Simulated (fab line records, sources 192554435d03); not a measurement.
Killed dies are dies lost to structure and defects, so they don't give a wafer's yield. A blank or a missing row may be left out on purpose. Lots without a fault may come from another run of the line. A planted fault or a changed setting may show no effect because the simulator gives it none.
fab line records | flow n5_finfet
record lots=5 wafers=15 last_day=17
route steps=1938 shown ZERO_LAYER@2 WELL_APT@20 BEOL_M4@1111 PASSIVATION@1936
lots that met no fault: from a run of the same line without faults
start_h: hours from the record's first day to the start of the lot's first wafer shown | wait_h: hours since the lot's step before | " the same as in the row above | L1.1+2: a row that stands for several wafers | - no value, or no start given | * or withheld: withheld | < > ~ a bound
route shown NAME@n: a module of which the file shows steps, and the number in the route of the first | usual: mean/standard deviation of fault-free wafers | same: alike in all rows | chamber/n: place in a boat | sites: the reading at each site | _std_site: their standard deviation | _edge_site: outer sites' mean less inner sites' | radius_mm: how far each site lies from the wafer's centre | mask NAME#n: copy n | behind: the tool/chamber that last shaped the wafer | hold: why the lot was held/for how many hours/how that ended | device: the transistor (n, p or np) that didn't switch | end of line: the same wafers' tests at the end of the route | a step without rows: its recipe alone | killed: dies lost to structure and defects at the first sort, not the wafer's yield | map: a wafer's dies, x killed, . not, _ none there
set.NAME: the setting as run; set.NAME@STEP: as run at that earlier step | model.NAME: the simulator's own value behind a step, which no gauge read
lots at some steps of the route; a table a step, a row a wafer
services: from which hour (start_h, from the record's first day; less than 0 if before it) a tool's chamber was out of use, for how many hours, and why
## steps
# step N5_ZERO_LAYER_PRECLEAN_00
# recipe chemistry=SPM time_s=600 temp_c=120 mix=4:1
# step N5_ZERO_LAYER_SRD_01
# recipe time_s=30 temp_c=23 rinse_liquid=diw dry=n2_spin spin_rpm=1500 dry_time_s=30
# step N5_ZERO_LAYER_PECVD_02
# recipe material=SiO2 target_thk_a=100 temp_c=400 precursor=SiH4/N2O pressure_torr=0.75 rf_w=275 time_s=6
# usual chamber_pressure_Torr=0.7500/0.0017 heater_power_outer_w=478/42 heater_power_w=777/60 showerhead_plenum_p_Torr=8.12/0.16
# columns lot.wafer tool chamber start_h wait_h chamber_pressure_Torr heater_power_outer_w heater_power_w showerhead_plenum_p_Torr
L484.2 pecvd-03 2 42.30 0.0 0.7489 493 783 7.98
L484.3 " 0 " " 0.7525 454 758 7.99
L484.5 " 1 " " 0.7507 427 687 8.32
L489.1 pecvd-03 0 72.48 0.0 - - - -
L489.4 " 1 " " - - - -
L489.6 " 1 " " - - - -
L490.1 pecvd-03 1 78.28 0.0 - - - -
L490.2 " 0 " " - - - -
L490.6 " 1 " " - - - -
L491.1 pecvd-01 2 84.28 0.0 - - - -
L491.2 " 2 " " - - - -
L491.4 " 2 " " - - - -
L500.1 pecvd-04 0 138.30 0.0 0.7511 447 754 7.90
L500.2 " 2 " " 0.7480 428 668 7.96
L500.5 " 2 " " 0.7486 417 651 7.95
# step N5_ZERO_LAYER_HMDS_04
# recipe time_s=60 temp_c=120
# step N5_ZERO_LAYER_COAT_05
# recipe spin_rpm=1500 resist_thk_nm=1000
# step N5_ZERO_LAYER_EBR_07
# recipe solvent=PGMEA ebr_width_mm=1.5
# step N5_ZERO_LAYER_SOFTBAKE_06
# recipe temp_c=100 time_s=90
# step N5_ZERO_LAYER_EXPOSE_08
# recipe mask_id=ZERO na=0.55 source_shape=conventional sigma_outer=0.8 polarization=unpolarized defocus_nm=0 target_cd_nm=2000 dose_mj=16.2
# step N5_ZERO_LAYER_PEB_09
# recipe peb_temp_c=withheld peb_time_s=*
# step N5_ZERO_LAYER_DEVELOP_10
# recipe develop_time_s=60 rinse_liquid=diw dry=air_spin dev_temp_c=21
# step N5_ZERO_LAYER_HARDBAKE_23
# recipe temp_c=130 time_s=120
# step N5_ZERO_LAYER_DESCUM_16
# recipe chemistry=O2 time_s=7.9 source_power_w=50 bias_power_w=20 pressure_mtorr=20 rf_frequency_hz=2.712e+07 temp_c=40 o2_flow_sccm=225
# step N5_ZERO_LAYER_ETCH_17
# recipe chemistry=CF4 target=SiO2 target_depth_a=120 time_s=13.3 ion_energy_ev=350 pressure_mtorr=40 source_w=450 bias_w=215 Ar_flow_sccm=100 cf4_flow_sccm=100
# step N5_ZERO_LAYER_ETCH_18
# recipe chemistry=HBr/Cl2 target=Si target_depth_a=1200 time_s=40 pressure_mtorr=10 icp_w=800 bias_w=75 HBr_flow_sccm=150 Cl2_flow_sccm=80
# step N5_ZERO_LAYER_STRIP_24
# recipe chemistry=O2 power_w=1000 temp_c=250 overash_fraction=0.3 pressure_mtorr=1000 o2_flow_sccm=6750
# step N5_ZERO_LAYER_STRIP_19
# recipe chemistry=SPM time_s=900 temp_c=130 h2so4_h2o2_vol_ratio=4 dry=ipa_marangoni
# step N5_WELL_APT_HMDS_01
# recipe time_s=60 temp_c=120
# step N5_WELL_APT_COAT_02
# recipe spin_rpm=1357 resist_thk_nm=950
# step N5_WELL_APT_EBR_04
# recipe solvent=PGMEA ebr_width_mm=1.5
# step N5_WELL_APT_SOFTBAKE_03
# recipe temp_c=130 time_s=60
# step N5_WELL_APT_EXPOSE_05
# recipe mask_id=NWELL na=0.8 source_shape=conventional sigma_outer=0.8 polarization=unpolarized defocus_nm=0 target_cd_nm=200 dose_mj=20.3
# step N5_WELL_APT_PEB_06
# recipe peb_temp_c=130 peb_time_s=90
# step N5_WELL_APT_DEVELOP_07
# recipe develop_time_s=45 rinse_liquid=surfactant_rinse dry=air_spin dev_temp_c=21
# step N5_WELL_APT_HARDBAKE_12
# recipe temp_c=130 time_s=120
# step N5_WELL_APT_DESCUM_13
# recipe chemistry=O2 time_s=7.9 source_power_w=50 bias_power_w=20 pressure_mtorr=20 rf_frequency_hz=2.712e+07 temp_c=40 o2_flow_sccm=225
# step N5_WELL_APT_IMPLANT_14
# recipe species=P energy_kev=160 dose_cm2=1.5e+13 tilt_deg=0 rotation_deg=0
# step N5_WELL_APT_IMPLANT_15
# recipe species=As energy_kev=25 dose_cm2=1.5e+13 tilt_deg=0 rotation_deg=0
# step N5_BEOL_M4_RC_MEAS_101
# usual CJ_N=4.36/0.1 CJ_P=5.81/0.16 DIBL_N=37.2/1.9 DIBL_P=37.3/2.2 IOFF_N=0.18/0.038 IOFF_P=0.22/0.039 ION_N=678/11 ION_P=462/6.9 RS_PWELL=3015/23 SS_N=71.8/0.68 SS_P=73.5/0.65 VT_N=249/3.4 VT_P=-250/3.2
# columns lot.wafer tool chamber start_h wait_h CJ_N CJ_P DIBL_N[mV/V] DIBL_P[mV/V] IOFF_N[nA/um] IOFF_P[nA/um] ION_N[uA/um] ION_P[uA/um] RS_PWELL[ohm/sq] SS_N[mV/dec] SS_P[mV/dec] VT_N[mV] VT_P[mV]
L484.2 prober-01 0 209.41 0.2 4.29 5.75 37.5 38.1 0.18 0.22 669 457 3002 72.6 73.6 249 -250
L484.3 " 0 " " 4.17 5.87 34.9 35.6 0.14 0.18 665 453 2983 71.4 72.3 253 -252
L484.5 " 0 " " 4.28 5.91 37.7 39.5 0.21 0.25 678 469 2988 72.2 74.3 248 -247
L489.1 prober-02 0 224.08 0.0 3.57 4.96 41.1 42.1 0.29 0.30 713 475 2859 72.9 74.2 242 -247
L489.4 " 0 " " 3.65 4.81 37.9 35.7 0.19 0.19 673 452 2850 72.7 72.9 251 -249
L489.6 " 0 " " 3.62 4.91 39.7 38.9 0.25 0.24 687 461 2854 74.0 73.4 246 -250
L490.1 prober-01 0 245.71 0.0 3.57 4.90 34.8 33.6 0.13 0.19 663 459 2846 71.0 72.5 250 -249
L490.2 " 0 " " 3.56 4.76 36.9 36.0 0.17 0.23 688 475 2844 71.2 72.8 249 -246
L490.6 " 0 " " 3.41 4.93 36.7 37.6 0.16 0.26 675 468 2882 71.2 73.8 250 -245
L491.1 prober-01 0 250.70 0.0 3.59 4.69 38.4 38.6 0.21 0.21 691 466 2858 71.6 74.2 248 -254
L491.2 " 0 " " 3.57 4.79 36.4 36.2 0.17 0.18 683 454 2835 71.7 74.1 249 -255
L491.4 " 0 " " 3.47 4.81 38.3 38.6 0.20 0.22 693 459 2841 72.1 73.4 249 -255
L500.1 prober-02 0 300.34 0.0 4.43 5.60 37.6 39.4 0.22 0.26 691 464 3014 72.3 73.6 246 -247
L500.2 " 0 " " 4.45 5.92 39.5 41.4 0.26 0.29 708 476 3004 73.3 73.5 245 -245
L500.5 " 0 " " 4.38 5.75 38.3 39.7 0.21 0.24 685 461 3030 73.1 73.8 247 -247
# step N5_PASSIVATION_PROBE_49
# usual defect_limited_yield=91.2/1.6 killed_at_M0_to_M3=31/10 killed_at_M4_up=14/4.4 killed_at_contacts=13/6 killed_at_front_end=43/13 killed_at_other=3.5/2.6 killed_dies=104/18 killed_open=68/14 killed_short=34/8.1 sort_bin_4_leakage=0.01/0.073 sort_bin_5_function=5.1/1.1 sort_bin_6_memory=3.3/0.68 sort_n_pass=1076/18 sort_yield_pct=91.2/1.6
# same gross_dies=1180 killed_at_back_side=0 sort_bin_8_speed[%]=0
# columns lot.wafer tool chamber start_h wait_h defect_limited_yield[%] killed_at_M0_to_M3 killed_at_M4_up killed_at_contacts killed_at_front_end killed_at_other killed_dies killed_open killed_short sort_bin_4_leakage[%] sort_bin_5_function[%] sort_bin_6_memory[%] sort_n_pass sort_yield_pct[%]
L489.1 prober-02 - 330.83 0.0 92.9 27 10 2 41 4 84 52 31 0.25 4.2 2.7 1093 92.6
L489.4 prober-02 - 330.98 0.2 90.8 37 13 8 46 5 109 82 27 0 5.8 3.2 1071 90.8
L489.6 prober-02 - 331.08 0.3 90.7 18 19 8 57 8 110 66 43 0 6.0 3.2 1070 90.7
# killed by level:class
L489.1 FIN_SAQP:geometric_particle:short=12 FIN_SAQP:geometric_particle:open=9 BEOL_M3:geometric_particle:open=8 BEOL_M0_SAQP:geometric_particle:open=6 DUMMY_GATE:geometric_particle:open=4 GATE_CUT:geometric_particle:open=4 BEOL_M0_SAQP:geometric_particle:short=4 STI_FIN_REVEAL:geometric_particle:open=3
L489.4 FIN_SAQP:geometric_particle:open=15 BEOL_M0_SAQP:geometric_particle:open=12 STI_FIN_REVEAL:geometric_particle:open=9 BEOL_M1:geometric_particle:open=7 BEOL_M0_SAQP:geometric_particle:short=7 BEOL_M4:geometric_particle:open=7 MOL_CONTACT_COAG:geometric_particle:open=6 FIN_SAQP:geometric_particle:short=5
L489.6 FIN_SAQP:geometric_particle:short=14 FIN_SAQP:geometric_particle:open=10 STI_FIN_REVEAL:geometric_particle:open=8 MOL_CONTACT_COAG:geometric_particle:open=8 BEOL_M4:geometric_particle:open=8 GATE_CUT:geometric_particle:short=7 BEOL_M0_SAQP:geometric_particle:short=7 BEOL_M5:geometric_particle:open=5
## services
# columns tool chamber start_h hours kind
pecvd-03 - 49.42 0.8 pm
pecvd-04 - 53.49 2.9 repair
pecvd-03 2 68.46 16.5 scheduled_down
pecvd-01 1 71.64 186.0 repair
pecvd-01 0 81.99 4.8 repair
pecvd-03 0 84.96 5.5 scheduled_down
pecvd-01 2 100.60 8.7 repair
pecvd-01 0 100.81 2.4 repair
pecvd-03 2 120.83 7.3 repair
pecvd-03 2 128.13 5.0 scheduled_down
## key
first_sign step=N5_ZERO_LAYER_PECVD_02 reading=tool_record direction=missing
effect step=N5_BEOL_M4_RC_MEAS_101 reading=CJ_N direction=down sigmas=7.9 usual=4.36 struck=3.56
effect step=N5_BEOL_M4_RC_MEAS_101 reading=RS_PWELL direction=down sigmas=7 usual=3015 struck=2852
effect step=N5_BEOL_M4_RC_MEAS_101 reading=CJ_P direction=down sigmas=6.2 usual=5.81 struck=4.84
met_at N5_ZERO_LAYER_PECVD_02
struck_wafers L489.1,L489.4,L489.6,L490.1,L490.2,L490.6,L491.1,L491.2,L491.4
baseline_loss step=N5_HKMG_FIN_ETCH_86 wafers=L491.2
onset_between 42.30 72.48
fault kind=skipped_step_whole tool=pecvd-01,pecvd-03 chamber=- onset_h=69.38 steps=N5_ZERO_LAYER_PECVD_02 scope=struck_lots_only
# baseline_loss: these wafers lose ten dies or more at that step, a loss of the line's own and not of a fault; the sort's usual values leave them out
